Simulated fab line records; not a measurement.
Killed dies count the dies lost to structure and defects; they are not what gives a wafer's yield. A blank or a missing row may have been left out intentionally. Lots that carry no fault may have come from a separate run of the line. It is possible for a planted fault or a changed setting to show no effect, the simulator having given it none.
2 desks, one fault + flow n5-finfet + only its own numbers are on each desk; what lay behind them is given at the end

== TOOL OWNER'S DESK, pecvd-01 ==
The tool's own readings at N5_BEOL_M3_DEP_57 (deposits SiCN from 3MS/NH3, target thk 8 nm, time 14 s): means of the sampled wafers that have a number, for each lot that ran on this tool. A lot is out of limits, marked OUT, if its mean lies more than 4 standard deviations from the usual mean; the brackets give that distance.
Columns: A = showerhead-plenum-p-Torr at N5_BEOL_M3_DEP_57, usual 3.671 Torr; B = throttle-valve-pct at N5_BEOL_M3_DEP_57, usual 9.0 %
| lot  | first seen here | A     | B   |
|------|-----------------|-------|-----|
| L225 | day 7 23:13     | 3.668 | 8.6 |
| L245 | day 12 19:40    | 3.671 | 8.7 |
Result from this desk: across the 2 lots, nothing is out of limits.

== METROLOGY DESK ==
What the gauges read for every lot (on any tool): the sampled wafers with a number, averaged. A lot is out of limits, marked OUT, if its mean lies more than 4 standard deviations from the usual mean; the brackets give that distance. Readings shown: 7 of its 12, picked as those furthest out on some lot.
Columns: A = DIBL_P at N5_BEOL_M4_RC_MEAS_101, usual 37.1 mV/V; B = IOFF_N at N5_BEOL_M4_RC_MEAS_101, usual 0.17 nA/um; C = IOFF_P at N5_BEOL_M4_RC_MEAS_101, usual 0.22 nA/um; D = ION_P at N5_BEOL_M4_RC_MEAS_101, usual 463 uA/um; E = SS_N at N5_BEOL_M4_RC_MEAS_101, usual 71.7 mV/dec; F = VT_N at N5_BEOL_M4_RC_MEAS_101, usual 249 mV; G = VT_P at N5_BEOL_M4_RC_MEAS_101, usual -250 mV
| lot  | first seen here | A    | B    | C    | D   | E    | F   | G    |
|------|-----------------|------|------|------|-----|------|-----|------|
| L225 | day 7 23:01     | 37.3 | 0.18 | 0.23 | 464 | 72.0 | 247 | -250 |
| L237 | day 10 20:25    | 37.7 | 0.16 | 0.19 | 455 | 71.8 | 252 | -255 |
| L245 | day 12 19:29    | 33.9 | 0.13 | 0.21 | 467 | 71.2 | 252 | -250 |
| L246 | day 12 22:14    | 40.0 | 0.20 | 0.26 | 465 | 72.6 | 247 | -247 |
| L247 | day 13 07:01    | 34.9 | 0.17 | 0.25 | 470 | 71.8 | 249 | -246 |
Result from this desk: across the 5 lots, nothing is out of limits.

== TAKEN TOGETHER ==
Nothing out of limits was seen by the tool owner's desk.
Metrology desk: nothing out of limits seen.

== WHAT WAS PUT IN BY THE SIMULATOR ==
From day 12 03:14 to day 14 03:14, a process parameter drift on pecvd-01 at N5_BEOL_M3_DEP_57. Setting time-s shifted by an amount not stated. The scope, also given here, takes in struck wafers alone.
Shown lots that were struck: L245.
